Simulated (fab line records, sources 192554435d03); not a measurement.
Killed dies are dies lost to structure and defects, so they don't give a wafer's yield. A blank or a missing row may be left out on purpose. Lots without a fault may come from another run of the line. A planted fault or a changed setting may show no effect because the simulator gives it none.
Chamber matching | flow n5_finfet | N5_GATE_CUT_HM_DEP_46 on pecvd-03: 3 sister chambers
The step deposits SiO2 from TEOS/O2, target thk 130 nm, time 26.6 s. 3 wafers are shown with their chamber, then 12 later ones without.

WAFERS WITH THEIR CHAMBER
wafer  | chamber | throttle_valve_pct (%)
L088.3 | 0       | 18.3
L088.5 | 1       | 19.1
L088.6 | 2       | 18.5

WAFERS WITHOUT THEIR CHAMBER
wafer  | throttle_valve_pct (%)
L089.1 | 18.5
L089.5 | 19.4
L089.6 | 18.6
L090.1 | 19.4
L090.4 | 18.4
L090.6 | 19.8
L093.1 | 18.4
L093.3 | 18.1
L093.6 | 19.0
L094.1 | 19.5
L094.2 | 18.3
L094.5 | 18.9

WHICH CHAMBER EACH WENT THROUGH
wafer  | from the rows above          | in truth
L089.1 | can't be placed: 2 or 0      | 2
L089.5 | 1                            | 1
L089.6 | can't be placed: 2 or 0 or 1 | 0
L090.1 | 1                            | 1
L090.4 | can't be placed: 0 or 2      | 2
L090.6 | 1                            | 1
L093.1 | can't be placed: 0 or 2      | 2
L093.3 | can't be placed: 0 or 2      | 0
L093.6 | can't be placed: 1 or 2      | 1
L094.1 | 1                            | 1
L094.2 | can't be placed: 0 or 2      | 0
L094.5 | can't be placed: 1 or 2 or 0 | 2
Placed correctly: 4 of 12. Can't be placed from these rows: 8 (the true chamber is among the candidates in 8). Placed wrongly: 0.
How it was worked out, from the rows above alone: a wafer's distance from a chamber is the root of the sum, over the readings, of the square of ((its reading less the chamber's mean) divided by the reading's scatter). The wafer belongs to the nearest chamber; if the next one is less than 2 further off, it can't be placed. A chamber's mean is the mean of its shown wafers. The scatter: with one shown wafer a chamber, the root of the mean of the squares of how far each hidden wafer lies from its nearest shown one.
